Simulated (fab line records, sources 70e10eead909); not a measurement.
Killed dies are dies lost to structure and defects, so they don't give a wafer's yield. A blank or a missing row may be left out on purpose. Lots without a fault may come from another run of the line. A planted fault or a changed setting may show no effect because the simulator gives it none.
fab line records | flow nand_harc
record lots=24 wafers=72 last_day=25
route steps=1159 shown A_CONTACT@875 A_BLC@985
lots that met no fault: from a run of the same line without faults
start_h: hours from the record's first day to the start of the lot's first wafer shown | wait_h: hours since the lot's step before | " the same as in the row above | L1.1+2: a row that stands for several wafers | - no value, or no start given | * or withheld: withheld | < > ~ a bound
route shown NAME@n: a module of which the file shows steps, and the number in the route of the first | usual: mean/standard deviation of fault-free wafers | same: alike in all rows | chamber/n: place in a boat | sites: the reading at each site | _std_site: their standard deviation | _edge_site: outer sites' mean less inner sites' | radius_mm: how far each site lies from the wafer's centre | mask NAME#n: copy n | behind: the tool/chamber that last shaped the wafer | hold: why the lot was held/for how many hours/how that ended | device: the transistor (n, p or np) that didn't switch | end of line: the same wafers' tests at the end of the route | a step without rows: its recipe alone | killed: dies lost to structure and defects at the first sort, not the wafer's yield | map: a wafer's dies, x killed, . not, _ none there
set.NAME: the setting as run; set.NAME@STEP: as run at that earlier step | model.NAME: the simulator's own value behind a step, which no gauge read
steps of the route over a sample of lots; a table a step, a row a wafer
services: from which hour (start_h, from the record's first day; less than 0 if before it) a tool's chamber was out of use, for how many hours, and why
## steps
# step NHARC_A_CONTACT_ETCH_90
# recipe target_depth_a=400 over_etch_frac=0.5 time_s=85.7 ion_energy_ev=120 ch3f_flow_sccm=50 o2_flow_sccm=30 ar_flow_sccm=200 rf_w=500 bias_w=100 chemistry=CH3F/O2
# usual bias_w=100.0/0.31 drypump_motor_current_A=5.8/0.31 oes_product_au=0.97/0.036 rf_vpp_V=243.8/2 showerhead_plenum_p_Torr=2.43/0.13 throttle_valve_pct=20.661/0.0091
# columns lot.wafer tool chamber start_h wait_h bias_w drypump_motor_current_A oes_product_au rf_hours_counter_h rf_vpp_V showerhead_plenum_p_Torr throttle_valve_pct
L075.4 rie_diel-03 2 369.08 0.5 99.9 5.9 0.92 - 245.4 2.54 20.658
L075.5 " 3 " " 100.1 5.7 0.92 - 242.4 2.35 20.651
L075.6 " 0 " " 100.1 5.9 0.94 - 244.4 2.44 20.664
L076.2 rie_diel-09 1 371.82 0.5 100.1 5.5 0.93 20 242.5 2.32 20.662
L076.1 " 0 " " 100.0 5.8 0.92 21 241.7 2.34 20.663
L076.5 " 2 " " 101.0 6.0 0.92 - 243.1 2.28 20.645
L074.1 rie_diel-09 3 382.08 0.6 99.8 6.1 1.00 25 244.0 2.49 20.662
L074.2 " 1 " " 100.0 5.5 1.01 22 241.7 2.32 20.655
L074.6 " 3 " " 100.3 6.1 1.00 - 245.0 2.49 20.654
L079.3 rie_diel-09 0 398.33 0.5 99.3 5.7 0.92 25 242.2 2.33 20.642
L079.4 " 1 " " 99.7 5.5 0.92 24 242.3 2.32 20.651
L079.1 " 2 " " 100.0 6.0 0.91 24 241.3 2.27 20.664
L080.3 rie_diel-09 1 403.10 0.4 99.6 5.5 0.93 25 242.5 2.32 20.660
L080.5 " 0 " " 99.7 5.8 0.93 - 241.8 2.33 20.655
L080.6 " 1 " " 100.0 5.5 0.93 - 241.2 2.32 20.658
L077.1 rie_diel-09 1 405.36 0.6 100.2 5.5 0.95 25 241.9 2.32 20.675
L077.6 " 1 " " 100.3 5.5 0.93 - 243.3 2.32 20.649
L077.5 " 2 " " 100.4 6.0 0.92 - 243.0 2.27 20.679
L078.4 rie_diel-02 3 412.80 0.4 99.9 6.5 0.99 25 248.9 2.65 20.665
L078.3 " 1 " " 100.0 5.1 1.00 27 248.3 2.65 20.670
L078.2 " 2 " " 100.5 5.7 1.01 26 244.8 2.38 20.650
L081.2 rie_diel-09 0 416.24 0.6 100.0 5.8 1.00 29 242.1 2.33 20.656
L081.5 " 2 " " 100.2 6.0 0.97 - 242.3 2.27 20.692
L081.4 " 0 " " 99.9 5.8 1.00 - 242.5 2.33 20.669
L083.1 rie_diel-03 3 428.43 0.5 100.6 5.7 1.01 10 241.7 2.34 20.664
L083.4 " 2 " " 100.2 5.9 0.99 10 245.6 2.54 20.662
L083.6 " 0 " " 99.9 5.9 0.98 - 244.5 2.44 20.672
L082.2 rie_diel-02 1 428.60 0.5 100.1 5.1 1.00 35 247.2 2.65 20.670
L082.1 " 2 " " 99.7 5.6 1.01 32 243.3 2.37 20.651
L082.3 " 3 " " 100.3 6.5 1.00 31 247.5 2.65 20.681
L084.4 rie_diel-02 0 432.68 0.5 100.2 6.3 1.00 36 241.0 2.37 20.659
L084.2 " 3 " " 99.7 6.5 1.01 33 246.0 2.65 20.663
L084.6 " 1 " " 99.7 5.0 1.02 - 246.1 2.65 20.653
L085.4 rie_diel-03 3 444.44 0.4 100.0 5.7 0.94 17 241.7 2.34 20.660
L085.2 " 0 " " 100.3 5.9 0.93 18 244.7 2.43 20.677
L085.1 " 2 " " 99.9 5.9 0.93 17 246.4 2.53 20.657
L088.4 rie_diel-09 3 444.65 0.6 100.2 6.1 0.98 1 244.3 2.49 20.657
L088.6 " 0 " " 99.6 5.8 1.00 - 241.3 2.33 20.670
L088.5 " 1 " " 99.9 5.5 0.99 - 242.3 2.32 20.670
L086.4 rie_diel-02 0 456.21 0.4 100.0 6.3 0.93 44 243.0 2.37 20.659
L086.1 " 2 " " 100.2 5.7 0.93 45 243.3 2.37 20.662
L086.5 " 0 " " 100.1 6.3 0.93 - 241.7 2.37 20.671
L090.2 rie_diel-09 3 466.06 0.5 100.5 6.1 0.96 5 243.3 2.49 20.644
L090.1 " 1 " " 99.6 5.5 0.97 5 243.5 2.32 20.668
L090.4 " 2 " " 99.9 6.0 0.98 5 247.1 2.66 20.663
L087.2 rie_diel-09 1 467.56 0.5 99.9 5.5 0.94 6 241.5 2.32 20.666
L087.4 " 2 " " 99.8 6.0 0.93 5 246.3 2.66 20.647
L087.1 " 0 " " 99.6 5.8 0.93 6 242.9 2.33 20.667
L089.2 rie_diel-09 2 468.84 0.6 100.5 6.0 0.99 5 245.7 2.66 20.667
L089.1 " 3 " " 100.5 6.1 1.01 5 245.5 2.49 20.662
L089.5 " 3 " " 100.6 6.1 1.00 - 245.8 2.49 20.664
L091.3 rie_diel-09 0 473.10 0.4 99.8 5.8 0.99 7 242.3 2.33 20.667
L091.2 " 1 " " 100.1 5.5 1.00 7 241.2 2.32 20.656
L091.6 " 1 " " 100.0 5.5 1.00 - 243.3 2.32 20.653
L093.3 rie_diel-09 3 487.65 0.5 100.1 6.1 1.01 7 244.5 2.49 20.673
L093.6 " 3 " " 100.4 6.1 1.00 - 244.0 2.49 20.665
L093.5 " 0 " " 100.9 5.8 1.00 - 243.1 2.33 20.655
L094.2 rie_diel-09 1 491.44 0.5 99.9 5.5 0.92 9 241.4 2.32 20.662
L094.1 " 2 " " 99.7 6.0 0.93 8 245.2 2.66 20.643
L094.6 " 2 " " 99.6 6.0 0.92 - 246.5 2.66 20.650
L092.4 rie_diel-09 2 492.66 0.4 100.2 6.0 1.01 8 248.0 2.66 20.667
L092.1 " 0 " " 99.7 5.8 1.00 10 242.9 2.33 20.659
L092.3 " 1 " " 100.0 5.5 0.98 9 241.7 2.32 20.669
L095.3 rie_diel-09 2 496.56 0.5 99.8 6.0 0.93 10 247.7 2.66 20.651
L095.6 " 0 " " 99.7 5.8 0.93 - 241.4 2.33 20.660
L095.5 " 1 " " 100.4 5.5 0.92 - 242.5 2.32 20.659
L096.1 rie_diel-09 1 507.42 0.5 99.5 5.5 1.00 12 242.8 2.32 20.679
L096.4 " 2 " " 99.7 6.0 0.98 12 246.6 2.66 20.658
L096.2 " 0 " " 99.2 5.8 1.00 13 242.7 2.33 20.656
L097.1 rie_diel-09 1 520.34 0.5 100.0 5.5 1.00 14 242.3 2.31 20.659
L097.2 " 2 " " 100.2 6.0 1.00 13 247.6 2.66 20.657
L097.4 " 0 " " 100.2 5.8 1.01 14 241.4 2.33 20.667
# step NHARC_A_CONTACT_CD_MEAS_53
# usual cd_nm=189.6/0.72
# columns lot.wafer tool chamber start_h wait_h cd_nm
L075.4 cd_sem-02 - 369.28 - 190.7
L075.5 " - " " 191.6
L075.6 " - " " 190.4
L076.1 cd_sem-02 - 372.04 - 190.2
L076.2 " - " " 189.2
L076.5 " - " " 189.6
L074.1 cd_sem-02 - 382.29 - 190.4
L074.2 " - " " 189.7
L074.6 " - " " 190.5
L079.1 cd_sem-03 - 398.53 - 190.0
L079.3 " - " " 190.0
L079.4 " - " " 190.4
L080.3 cd_sem-01 - 403.31 - 189.7
L080.5 " - " " 190.1
L080.6 " - " " 190.5
L077.1 cd_sem-02 - 405.58 - 187.2
L077.5 " - " " 188.3
L077.6 " - " " 187.9
L078.2 cd_sem-03 - 413.02 - 190.1
L078.3 " - " " 191.1
L078.4 " - " " 189.6
L081.2 cd_sem-01 - 416.48 - 189.3
L081.4 " - " " 189.5
L081.5 " - " " 189.3
L083.1 cd_sem-03 - 428.65 - 189.0
L083.4 " - " " 189.0
L083.6 " - " " 189.8
L082.1 cd_sem-02 - 428.82 - 190.1
L082.2 " - " " 190.3
L082.3 " - " " 189.3
L084.2 cd_sem-01 - 432.91 - 189.4
L084.4 " - " " 189.6
L084.6 " - " " 190.5
L085.1 cd_sem-03 - 444.66 - 190.6
L085.2 " - " " 189.7
L085.4 " - " " 190.2
L088.4 cd_sem-03 - 444.97 - 188.9
L088.5 " - " " 188.7
L088.6 " - " " 189.2
L086.1 cd_sem-02 - 456.43 - 190.2
L086.4 " - " " 190.1
L086.5 " - " " 189.8
L090.1 cd_sem-03 - 466.27 - 189.4
L090.2 " - " " 189.7
L090.4 " - " " 189.9
L087.1 cd_sem-03 - 467.77 - 189.4
L087.2 " - " " 189.1
L087.4 " - " " 189.6
L089.1 cd_sem-01 - 469.06 - 188.7
L089.2 " - " " 188.0
L089.5 " - " " 188.2
L091.2 cd_sem-01 - 473.32 - 189.3
L091.3 " - " " 189.1
L091.6 " - " " 189.5
L093.3 cd_sem-03 - 487.88 - 189.5
L093.5 " - " " 190.2
L093.6 " - " " 189.7
L094.1 cd_sem-01 - 491.66 - 189.8
L094.2 " - " " 189.1
L094.6 " - " " 189.7
L092.1 cd_sem-03 - 492.88 - 189.9
L092.3 " - " " 189.4
L092.4 " - " " 189.3
L095.3 cd_sem-02 - 496.75 - 188.8
L095.5 " - " " 188.6
L095.6 " - " " 188.6
L096.1 cd_sem-01 - 507.63 - 189.5
L096.2 " - " " 189.4
L096.4 " - " " 189.7
L097.1 cd_sem-02 - 520.56 - 188.8
L097.2 " - " " 190.4
L097.4 " - " " 190.1
# step NHARC_A_CONTACT_DEP_58
# recipe target_thk_a=600 target_thk_nm=60 temp_c=400 pressure_torr=3.5 flow_sccm=200 rf_w=350 material=SiON
# usual heater_power_w=742/100 showerhead_vpp_V=1154/67
# columns lot.wafer tool chamber start_h wait_h heater_power_w showerhead_vpp_V
L075.5 pecvd-04 2 375.49 0.6 832 1162
L075.6 " 0 " " 629 1123
L075.4 " 1 " " 736 1105
L076.2 pecvd-03 2 376.17 1.2 566 1106
L076.1 " 0 " " 949 1096
L076.5 " 1 " " 679 1271
L074.2 pecvd-03 1 385.12 1.2 702 1274
L074.1 " 2 " " 568 1101
L074.6 " 0 " " 929 1118
L079.3 pecvd-04 1 401.22 0.9 760 1111
L079.1 " 2 " " 834 1160
L079.4 " 1 " " 741 1122
L080.3 pecvd-03 2 406.00 0.9 576 1105
L080.5 " 1 " " 683 1255
L080.6 " 2 " " 596 1104
L077.1 pecvd-01 0 410.90 1.5 835 1192
L077.5 " 0 " " 854 1187
L077.6 " 1 " " 759 1088
L078.2 pecvd-03 2 420.26 1.3 562 1096
L078.3 " 0 " " 811 1098
L078.4 " 2 " " 562 1115
L081.2 pecvd-04 2 422.10 1.2 753 1162
L081.5 " 2 " " 753 1128
L081.4 " 0 " " 712 1124
L083.1 pecvd-03 0 434.32 1.4 843 1117
L083.6 " 0 " " 849 1106
L083.4 " 2 " " 558 1103
L082.2 pecvd-04 0 434.93 1.2 734 1111
L082.3 " 1 " " 798 1137
L082.1 " 2 " " 926 1130
L084.2 pecvd-04 2 438.51 1.2 796 1148
L084.6 " 1 " " 729 1110
L084.4 " 0 " " 607 1111
L085.1 pecvd-04 1 448.14 1.5 746 1140
L085.2 " 0 " " 682 1117
L085.4 " 1 " " 737 1125
L088.6 pecvd-01 1 448.33 0.1 624 1074
L088.5 " 2 " " 678 1274
L088.4 " 0 " " 897 1196
L086.1 pecvd-03 0 459.15 1.5 864 1104
L086.4 " 2 " " 557 1099
L086.5 " 0 " " 861 1109
L090.1 pecvd-04 2 468.99 1.5 871 1139
L090.2 " 0 " " 769 1109
L090.4 " 0 " " 627 1114
L087.2 pecvd-01 0 470.47 1.2 798 1188
L087.1 " 2 " " 743 1252
L087.4 " 0 " " 807 1187
L089.1 pecvd-03 2 471.86 1.5 544 1107
L089.2 " 0 " " 889 1115
L089.5 " 0 " " 923 1122
L091.2 pecvd-01 2 476.18 1.2 773 1277
L091.3 " 0 " " 908 1200
L091.6 " 1 " " 729 1078
L093.3 pecvd-04 2 492.24 0.9 764 1134
L093.5 " 2 " " 749 1158
L093.6 " 0 " " 746 1120
L094.2 pecvd-03 2 494.36 1.2 641 1099
L094.1 " 0 " " 843 1109
L094.6 " 1 " " 726 1275
L092.3 pecvd-03 2 495.57 0.9 575 1096
L092.1 " 1 " " 736 1252
L092.4 " 1 " " 722 1251
L095.3 pecvd-04 1 501.44 0.9 708 1135
L095.6 " 2 " " 859 1138
L095.5 " 0 " " 751 1120
L096.1 pecvd-03 0 510.37 1.5 836 1092
L096.2 " 1 " " 614 1287
L096.4 " 1 " " 619 1277
L097.1 pecvd-03 1 524.38 1.5 718 1270
L097.2 " 2 " " 580 1101
L097.4 " 1 " " 718 1281
# step NHARC_A_CONTACT_ETCH_78
# recipe target_depth_a=28000 over_etch_frac=0.3 time_s=728 ion_energy_ev=150 o2_flow_sccm=400 cos_flow_sccm=20 ar_flow_sccm=0 rf_w=500 bias_w=300 chemistry=O2/COS
# usual bias_w=300.1/0.92 drypump_motor_current_A=5.8/0.3 oes_product_au=1.002/0.0085 rf_vpp_V=313.8/2.2 showerhead_plenum_p_Torr=3.10/0.14 throttle_valve_pct=28.331/0.0077
# columns lot.wafer tool chamber start_h wait_h bias_w drypump_motor_current_A oes_product_au rf_hours_counter_h rf_vpp_V showerhead_plenum_p_Torr throttle_valve_pct
L075.4 rie_diel-09 2 - - 300.9 6.0 0.990 21 311.6 2.89 28.327
L075.5 " 3 " " 299.7 6.1 1.012 - 315.2 3.16 28.339
L075.6 " 0 " " 301.3 5.8 0.994 - 312.4 2.97 28.332
L076.2 rie_diel-03 3 - - 299.1 5.7 1.000 55 311.8 2.98 28.340
L076.1 " 0 " " 300.7 5.9 1.015 51 312.4 3.10 28.335
L076.5 " 0 " " 299.4 5.9 1.007 - 313.1 3.10 28.329
L074.2 rie_diel-03 0 - - 301.5 5.9 1.004 56 314.7 3.10 28.329
L074.1 " 2 " " 301.1 5.9 0.986 58 315.9 3.22 28.333
L074.6 " 1 " " 299.1 5.7 1.011 - 312.4 3.13 28.337
L079.3 rie_diel-02 1 - - 299.9 5.1 0.998 26 316.6 3.36 28.316
L079.4 " 2 " " 299.9 5.7 1.005 24 313.8 3.02 28.333
L079.1 " 3 " " 301.0 6.5 1.001 24 317.8 3.36 28.321
L080.3 rie_diel-09 2 - - 298.9 6.0 0.983 27 311.2 2.89 28.332
L080.5 " 0 " " 300.7 5.8 0.997 - 312.4 2.97 28.336
L080.6 " 1 " " 300.7 5.5 1.008 - 310.5 2.95 28.332
L077.1 rie_diel-09 1 - - 299.9 5.5 1.003 27 310.5 2.95 28.328
L077.6 " 0 " " 301.1 5.8 1.010 - 312.1 2.97 28.332
L077.5 " 1 " " 299.1 5.5 1.006 - 312.5 2.95 28.330
L078.4 rie_diel-03 3 - - 299.8 5.7 1.016 8 311.7 2.97 28.336
L078.3 " 0 " " 301.3 5.9 1.002 8 313.0 3.10 28.339
L078.2 " 1 " " 299.4 5.7 0.998 8 314.6 3.12 28.332
L081.2 rie_diel-02 3 - - 299.6 6.5 1.006 30 317.2 3.36 28.321
L081.4 " 0 " " 301.8 6.3 1.001 33 313.4 3.01 28.348
L081.5 " 1 " " 300.1 5.1 0.998 - 318.5 3.36 28.325
L083.4 rie_diel-02 2 - - 299.6 5.7 1.014 35 313.0 3.02 28.327
L083.1 " 0 " " 300.5 6.3 0.999 37 313.0 3.01 28.343
L083.6 " 2 " " 300.0 5.7 1.009 - 312.2 3.02 28.335
L082.2 rie_diel-02 3 - - 300.3 6.5 0.997 35 317.1 3.35 28.336
L082.3 " 0 " " 300.1 6.3 0.990 37 313.1 3.01 28.336
L082.1 " 1 " " 301.7 5.1 1.017 38 317.2 3.35 28.320
L084.4 rie_diel-03 1 - - 300.3 5.6 0.986 16 313.9 3.12 28.336
L084.2 " 3 " " 300.8 5.8 1.009 16 311.5 2.97 28.329
L084.6 " 1 " " 299.9 5.6 0.994 - 315.9 3.12 28.333
L085.2 rie_diel-09 0 - - 300.4 5.8 1.007 2 311.7 2.96 28.344
L085.4 " 1 " " 301.4 5.5 0.994 2 311.2 2.95 28.350
L085.1 " 3 " " 300.0 6.1 0.999 2 314.9 3.16 28.328
L088.4 rie_diel-03 2 - - 299.0 5.9 1.022 19 316.9 3.21 28.340
L088.6 " 2 " " 298.9 5.9 1.017 - 314.8 3.21 28.324
L088.5 " 3 " " 299.6 5.7 1.008 - 312.1 2.97 28.322
L086.1 rie_diel-09 0 - - 301.4 5.8 0.990 4 311.5 2.96 28.332
L086.4 " 1 " " 301.4 5.5 0.986 4 311.4 2.95 28.337
L086.5 " 1 " " 300.3 5.5 0.994 - 311.4 2.95 28.336
L090.2 rie_diel-02 3 - - 298.9 6.5 0.998 49 317.6 3.35 28.335
L090.1 " 0 " " 301.4 6.3 1.001 50 313.2 3.01 28.328
L090.4 " 3 " " 299.9 6.5 1.001 - 318.2 3.35 28.314
L087.1 rie_diel-09 0 - - 300.8 5.8 0.992 6 312.4 2.96 28.336
L087.2 " 1 " " 299.5 5.5 0.988 6 311.1 2.95 28.330
L087.4 " 3 " " 300.1 6.1 0.998 5 314.2 3.16 28.332
L089.1 rie_diel-02 0 - - 300.1 6.3 0.998 52 312.2 3.00 28.340
L089.2 " 3 " " 300.7 6.4 1.011 51 318.2 3.35 28.325
L089.5 " 3 " " 301.0 6.4 1.011 - 316.2 3.35 28.324
L091.2 rie_diel-03 1 - - 298.6 5.7 0.997 31 314.8 3.11 28.336
L091.3 " 2 " " 300.8 5.9 1.002 30 315.7 3.21 28.337
L091.6 " 0 " " 298.6 5.9 0.995 - 313.1 3.09 28.335
L093.3 rie_diel-03 3 - - 300.5 5.8 1.013 35 311.2 2.96 28.327
L093.5 " 3 " " 299.6 5.8 1.016 - 310.4 2.96 28.324
L093.6 " 0 " " 300.3 5.9 0.989 - 314.2 3.08 28.332
L094.2 rie_diel-09 1 - - 301.7 5.5 0.996 10 310.2 2.95 28.332
L094.1 " 3 " " 301.1 6.1 1.008 10 314.8 3.15 28.335
L094.6 " 2 " " 300.0 6.0 1.000 - 318.9 3.37 28.327
L092.1 rie_diel-09 3 - - 300.5 6.1 1.009 10 315.6 3.15 28.338
L092.3 " 0 " " 299.3 5.8 1.011 11 313.1 2.96 28.339
L092.4 " 1 " " 299.0 5.5 0.996 11 311.4 2.94 28.345
L095.3 rie_diel-03 3 - - 299.2 5.7 1.007 39 311.0 2.96 28.336
L095.6 " 0 " " 299.5 5.9 0.998 - 315.1 3.08 28.331
L095.5 " 1 " " 299.3 5.7 1.003 - 312.3 3.11 28.316
L096.1 rie_diel-03 3 - - 301.5 5.7 1.012 43 311.3 2.96 28.312
L096.2 " 0 " " 299.2 5.9 0.988 44 314.3 3.08 28.332
L096.4 " 1 " " 300.9 5.6 0.995 45 313.8 3.10 28.322
L097.1 rie_diel-09 0 - - 299.9 5.8 1.009 15 312.6 2.96 28.349
L097.4 " 1 " " 300.5 5.5 0.984 15 310.9 2.94 28.337
L097.2 " 3 " " 298.9 6.1 1.007 15 314.7 3.15 28.339
# step NHARC_A_CONTACT_CMP_20
# recipe t_overpolish_s=30 target_thk_nm=300
# usual motor_current_A=11.9/0.64 overpolish_run_s=30.000/0.0092 time_to_endpoint_s=59.4/2.8
# same t_overpolish_s=30
# columns lot.wafer tool chamber start_h wait_h motor_current_A overpolish_run_s time_to_endpoint_s
L075.4 cmp-03 3 395.36 0.6 12.4 29.993 61.2
L075.5 " 1 " " 12.4 29.986 60.8
L075.6 " 2 " " 11.5 30.005 59.7
L076.2 cmp-03 3 396.09 0.8 11.6 29.998 61.7
L076.1 " 0 " " 12.0 30.032 60.0
L076.5 " 3 " " 11.3 30.003 59.0
L074.2 cmp-03 1 405.97 0.8 13.3 29.999 60.4
L074.1 " 2 " " 11.5 29.996 61.1
L074.6 " 1 " " 12.7 30.002 59.9
L079.4 cmp-04 1 415.19 0.5 11.2 30.007 64.3
L079.1 " 2 " " 12.0 30.013 60.0
L079.3 " 3 " " 12.4 30.010 56.4
L080.3 cmp-04 3 420.82 0.4 12.7 29.986 63.7
L080.5 " 3 " " 11.7 30.005 64.1
L080.6 " 0 " " 11.5 30.000 62.3
L077.1 cmp-04 2 426.57 0.6 11.8 29.994 60.3
L077.5 " 2 " " 12.6 29.998 61.5
L077.6 " 3 " " 12.3 29.987 60.7
L078.2 cmp-03 2 435.59 0.8 11.7 29.999 55.0
L078.4 " 3 " " 11.7 30.006 51.3
L078.3 " 0 " " 11.8 29.993 57.7
L081.2 cmp-03 1 437.90 0.8 13.0 29.999 54.3
L081.4 " 2 " " 11.2 30.010 60.7
L081.5 " 3 " " 11.9 29.999 57.3
L083.1 cmp-04 1 447.60 0.7 11.4 30.005 61.3
L083.4 " 3 " " 11.6 29.994 57.4
L083.6 " 1 " " 11.4 29.978 60.8
L082.3 cmp-01 3 448.22 0.4 12.0 29.994 56.6
L082.1 " 0 " " 11.5 29.984 61.9
L082.2 " 1 " " 13.4 30.014 53.8
L084.4 cmp-01 0 457.29 0.5 11.7 29.985 63.7
L084.2 " 3 " " 13.4 30.008 61.5
L084.6 " 1 " " 14.0 30.009 57.1
L088.4 cmp-04 2 465.39 0.4 12.3 30.015 59.5
L088.6 " 2 " " 11.3 29.997 59.3
L088.5 " 3 " " 12.2 30.015 57.6
L085.4 cmp-03 1 465.52 0.6 12.4 30.004 57.3
L085.2 " 2 " " 11.2 30.003 56.4
L085.1 " 0 " " 12.1 30.003 56.3
L086.4 cmp-04 2 475.16 0.4 12.0 30.002 59.0
L086.1 " 0 " " 11.7 29.972 57.2
L086.5 " 1 " " 11.6 30.021 59.7
L090.2 cmp-01 2 489.91 1.1 10.9 30.010 63.5
L090.4 " 3 " " 11.7 30.000 60.7
L090.1 " 1 " " 12.7 29.997 58.1
L087.1 cmp-04 2 491.40 1.4 12.1 30.007 59.4
L087.2 " 3 " " 11.7 29.990 58.1
L087.4 " 1 " " 11.1 30.001 58.9
L089.1 cmp-03 0 499.15 0.6 12.3 29.984 54.1
L089.2 " 2 " " 11.9 30.005 55.3
L089.5 " 1 " " 12.6 29.990 55.4
L091.3 cmp-04 0 506.95 0.9 11.1 29.989 59.6
L091.2 " 2 " " 11.6 30.010 58.2
L091.6 " 0 " " 10.9 30.000 60.1
L093.3 cmp-04 2 508.03 0.4 11.7 30.006 61.7
L093.5 " 0 " " 11.4 29.996 59.8
L093.6 " 1 " " 11.5 29.996 65.1
L094.1 cmp-01 3 508.58 0.8 12.0 29.999 61.1
L094.2 " 2 " " 10.5 29.988 58.6
L094.6 " 0 " " 11.5 29.998 62.9
L092.1 cmp-03 0 509.34 0.8 12.2 29.982 59.9
L092.3 " 1 " " 13.0 30.017 61.0
L092.4 " 2 " " 11.0 30.007 58.9
L095.3 cmp-04 2 513.58 0.9 12.4 29.993 60.9
L095.6 " 3 " " 11.6 30.013 60.7
L095.5 " 0 " " 11.1 29.984 57.9
L096.2 cmp-03 2 526.18 0.8 11.3 29.987 61.7
L096.1 " 3 " " 11.9 30.001 56.1
L096.4 " 0 " " 12.5 29.988 57.2
L097.1 cmp-04 2 536.37 0.8 11.6 30.003 56.6
L097.2 " 3 " " 12.5 30.004 53.5
L097.4 " 0 " " 11.4 30.012 56.7
# step NHARC_A_BLC_DEGAS_30
# recipe temp_c=300 time_s=60
# usual heater_power_w=459/45
# columns lot.wafer tool chamber start_h wait_h heater_power_w
L075.4 pvd_sputter-01 - 398.11 - 514
L075.5 " - " " 508
L075.6 " - " " 476
L076.1 pvd_sputter-01 - 398.80 - 496
L076.2 " - " " 528
L076.5 " - " " 471
L074.1 pvd_sputter-01 - 408.63 - 460
L074.2 " - " " 496
L074.6 " - " " 509
L079.4 pvd_sputter-01 - 417.97 - 497
L079.3 " - " " 514
L079.1 " - " " 468
L080.3 pvd_sputter-03 - 423.72 - 504
L080.5 " - " " 450
L080.6 " - " " 489
L077.1 pvd_sputter-01 - 429.29 - 492
L077.5 " - " " 503
L077.6 " - " " 462
L078.3 pvd_sputter-02 - 438.25 - 383
L078.2 " - " " 440
L078.4 " - " " 501
L081.4 pvd_sputter-03 - 440.55 - 386
L081.2 " - " " 494
L081.5 " - " " 377
L083.4 pvd_sputter-03 - 450.13 - 489
L083.1 " - " " 387
L083.6 " - " " 496
L082.1 pvd_sputter-03 - 451.09 - 385
L082.3 " - " " 513
L082.2 " - " " 444
L084.2 pvd_sputter-02 - 460.00 - 437
L084.4 " - " " 490
L084.6 " - " " 373
L088.4 pvd_sputter-03 - 468.04 - 494
L088.5 " - " " 467
L088.6 " - " " 376
L085.2 pvd_sputter-02 - 468.26 - 441
L085.1 " - " " 438
L085.4 " - " " 379
L086.1 pvd_sputter-03 - 477.83 - 477
L086.4 " - " " 379
L086.5 " - " " 461
L090.4 pvd_sputter-02 - 492.48 - 450
L090.2 " - " " 436
L090.1 " - " " 493
L087.1 pvd_sputter-03 - 494.09 - 485
L087.4 " - " " 464
L087.2 " - " " 498
L089.1 pvd_sputter-03 - 502.32 - 483
L089.2 " - " " 383
L089.5 " - " " 467
L091.3 pvd_sputter-03 - 509.49 - 460
L091.2 " - " " 389
L091.6 " - " " 490
L093.3 pvd_sputter-01 - 510.63 - 512
L093.5 " - " " 508
L093.6 " - " " 468
L094.1 pvd_sputter-02 - 511.25 - 364
L094.2 " - " " 446
L094.6 " - " " 439
L092.1 pvd_sputter-02 - 511.87 - 440
L092.3 " - " " 371
L092.4 " - " " 451
L095.3 pvd_sputter-02 - 516.20 - 374
L095.5 " - " " 439
L095.6 " - " " 498
L096.1 pvd_sputter-03 - 528.71 - 468
L096.2 " - " " 384
L096.4 " - " " 476
L097.1 pvd_sputter-01 - 539.01 - 486
L097.2 " - " " 474
L097.4 " - " " 493
## services
# columns tool chamber start_h hours kind
pecvd-04 1 349.16 6.1 repair
rie_diel-09 2 350.26 6.1 repair
pvd_sputter-01 - 355.03 1.7 repair
rie_diel-03 1 362.93 8.5 repair
pecvd-04 - 376.46 13.0 pm
cmp-03 - 381.16 4.0 pm
cmp-03 - 391.96 2.9 repair
rie_diel-03 - 392.40 9.0 pm
cmp-04 - 399.07 4.0 pm
rie_diel-09 1 416.14 3.3 repair
rie_diel-09 - 431.41 9.0 pm
cmp-03 - 449.40 11.6 repair
pvd_sputter-03 - 458.00 10.0 pm
rie_diel-02 1 467.53 6.4 repair
pecvd-03 - 473.41 13.0 pm
cmp-03 - 479.16 4.0 pm
rie_diel-03 0 486.63 5.8 repair
pecvd-04 - 486.68 3.1 repair
cmp-04 - 497.07 4.0 pm
rie_diel-02 - 505.06 9.0 pm
rie_diel-09 2 509.84 4.7 repair
pvd_sputter-03 - 509.94 3.9 repair
cmp-03 - 512.19 2.0 repair
cmp-04 - 522.94 0.5 repair
## key
fault none
